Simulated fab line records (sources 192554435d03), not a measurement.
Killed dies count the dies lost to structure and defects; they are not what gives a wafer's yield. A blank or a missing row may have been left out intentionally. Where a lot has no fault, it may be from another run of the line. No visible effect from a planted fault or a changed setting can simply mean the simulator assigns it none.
Split-lot trial :: flow n5Finfet :: route with 1938 steps; 7 lots, 21 wafers read

SPLIT DETAILS
At N5_BEOL_M8_ILD_DEP_00 (deposits SiCOH lowk from DEMS/porogen, target thk 179.75 nm, time 33.4 s), the setting timeS was moved away from the recipe's 33.4 s on 6 of the 21 wafers read, by -13.5% to +13.6%. For the rest of the wafers, this setting stayed at what the recipe calls for.

THE PATH FROM SPLIT TO READING: the file shows 1 step between them
- N5_BEOL_M8_CURE_74: cures SiCOH lowk, time 240 s

THE READING
M8_ILD_THK (nm), taken at N5_BEOL_M8_THK_MEAS_01. Typical for fault-free wafers on this fab line: 155.0 nm, with standard deviation 1.9 nm.

wafer: L077.1
tool, chamber at the split: pecvd-02, 1
timeS as run, s: 30.69
against the recipe: -8.1%
M8_ILD_THK, nm: 143.0
against lot-mates on the recipe: -11.2

wafer: L077.2
tool, chamber at the split: pecvd-02, 0
timeS as run, s: 33.4
against the recipe: recipe
M8_ILD_THK, nm: 154.2
against lot-mates on the recipe: -

wafer: L077.6
tool, chamber at the split: pecvd-02, 2
timeS as run, s: 30.69
against the recipe: -8.1%
M8_ILD_THK, nm: 144.5
against lot-mates on the recipe: -9.7

wafer: L081.2
tool, chamber at the split: pecvd-03, 2
timeS as run, s: 28.88
against the recipe: -13.5%
M8_ILD_THK, nm: 131.8
against lot-mates on the recipe: -23.6

wafer: L081.4
tool, chamber at the split: pecvd-03, 0
timeS as run, s: 33.4
against the recipe: recipe
M8_ILD_THK, nm: 156.4
against lot-mates on the recipe: -

wafer: L081.5
tool, chamber at the split: pecvd-03, 1
timeS as run, s: 33.4
against the recipe: recipe
M8_ILD_THK, nm: 154.5
against lot-mates on the recipe: -

wafer: L083.4
tool, chamber at the split: pecvd-01, 1
timeS as run, s: 33.4
against the recipe: recipe
M8_ILD_THK, nm: 155.7
against lot-mates on the recipe: -

wafer: L083.5
tool, chamber at the split: pecvd-01, 0
timeS as run, s: 33.4
against the recipe: recipe
M8_ILD_THK, nm: 153.3
against lot-mates on the recipe: -

wafer: L083.6
tool, chamber at the split: pecvd-01, 1
timeS as run, s: 33.4
against the recipe: recipe
M8_ILD_THK, nm: 157.4
against lot-mates on the recipe: -

wafer: L084.1
tool, chamber at the split: pecvd-03, 0
timeS as run, s: 33.4
against the recipe: recipe
M8_ILD_THK, nm: 154.9
against lot-mates on the recipe: -

wafer: L084.4
tool, chamber at the split: pecvd-03, 0
timeS as run, s: 33.4
against the recipe: recipe
M8_ILD_THK, nm: 155.6
against lot-mates on the recipe: -

wafer: L084.6
tool, chamber at the split: pecvd-03, 1
timeS as run, s: 33.4
against the recipe: recipe
M8_ILD_THK, nm: 156.7
against lot-mates on the recipe: -

wafer: L088.1
tool, chamber at the split: pecvd-03, 0
timeS as run, s: 33.4
against the recipe: recipe
M8_ILD_THK, nm: 154.9
against lot-mates on the recipe: -

wafer: L088.2
tool, chamber at the split: pecvd-03, 2
timeS as run, s: 37.93
against the recipe: +13.6%
M8_ILD_THK, nm: 175.4
against lot-mates on the recipe: +20.0

wafer: L088.5
tool, chamber at the split: pecvd-03, 2
timeS as run, s: 33.4
against the recipe: recipe
M8_ILD_THK, nm: 155.8
against lot-mates on the recipe: -

wafer: L090.2
tool, chamber at the split: pecvd-03, 1
timeS as run, s: 33.4
against the recipe: recipe
M8_ILD_THK, nm: 153.2
against lot-mates on the recipe: -

wafer: L090.3
tool, chamber at the split: pecvd-03, 0
timeS as run, s: 33.4
against the recipe: recipe
M8_ILD_THK, nm: 152.8
against lot-mates on the recipe: -

wafer: L090.6
tool, chamber at the split: pecvd-03, 0
timeS as run, s: 33.4
against the recipe: recipe
M8_ILD_THK, nm: 155.9
against lot-mates on the recipe: -

wafer: L092.1
tool, chamber at the split: pecvd-03, 2
timeS as run, s: 36.9
against the recipe: +10.5%
M8_ILD_THK, nm: 167.8
against lot-mates on the recipe: +11.6

wafer: L092.4
tool, chamber at the split: pecvd-03, 0
timeS as run, s: 33.4
against the recipe: recipe
M8_ILD_THK, nm: 156.2
against lot-mates on the recipe: -

wafer: L092.5
tool, chamber at the split: pecvd-03, 2
timeS as run, s: 36.9
against the recipe: +10.5%
M8_ILD_THK, nm: 171.7
against lot-mates on the recipe: +15.5

FIT RESULTS
A straight line over all 21 wafers: M8_ILD_THK changes by +1.51 nm for each +1% of timeS; r = +0.99; the points scatter about the line by 1.6 nm.
The same after taking each lot's own level away (the mean of its wafers on the recipe; 21 wafers): +1.46 nm for each +1%; r = +0.98; scatter 1.6 nm.
That fit puts the effect of the largest move of timeS on the reading at 20 nm.
From 153.97 to 156.20 nm: that is the span of the lots' own levels, equal to 1.2 times the standard deviation above.
Hence the lot-to-lot level has little effect on the slope; both slopes agree.
Check: for one of the wafers moved furthest among these (+13.6%), held out of the fit, the line's prediction against its lot-mates is +19.3 nm. It came out at +20 nm against them.

OTHER SPLITS APPLIED TO THESE WAFERS
These wafers also went through other splits before the reading. Each is held against what the fit with the lots' levels taken away leaves over:
other split on the same wafers: N5_BEOL_M5_COAT_74 spinRpm
wafers away from the commonest value: 9
r with M8_ILD_THK (lot level and that fit taken away): -0.11

other split on the same wafers: N5_BEOL_M6_EXPOSE_25 doseMj
wafers away from the commonest value: 9
r with M8_ILD_THK (lot level and that fit taken away): -0.29

other split on the same wafers: N5_BEOL_M6_ETCH_66 biasW
wafers away from the commonest value: 8
r with M8_ILD_THK (lot level and that fit taken away): +0.26

THE WHOLE CHAIN: every reading that the file lists as answering this split, in the file's order
step: N5_BEOL_M8_ILD_DEP_00
what it does: deposits SiCOH lowk from DEMS/porogen, target thk 179.75 nm, time 33.4 s
reading: SiCOH_lowk_of_BEOL_M8_ILD_DEP_00.thkNm (the simulator's own value, which no gauge read)
change (the file's fit): +1.75 nm for each +1% of the setting
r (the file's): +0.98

step: N5_BEOL_M8_CURE_74
what it does: cures SiCOH lowk, time 240 s
reading: SiCOH_lowk_of_BEOL_M8_ILD_DEP_00.thkNm (the simulator's own value, which no gauge read)
change (the file's fit): +1.51 nm for each +1% of the setting
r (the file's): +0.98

step: N5_BEOL_M8_THK_MEAS_01
what it does: 
reading: M8_ILD_THK
change (the file's fit): +1.51 for each +1% of the setting
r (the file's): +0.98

FILE'S OWN FIT
M8_ILD_THK changes by +1.51 nm for each +1% of timeS, r = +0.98.
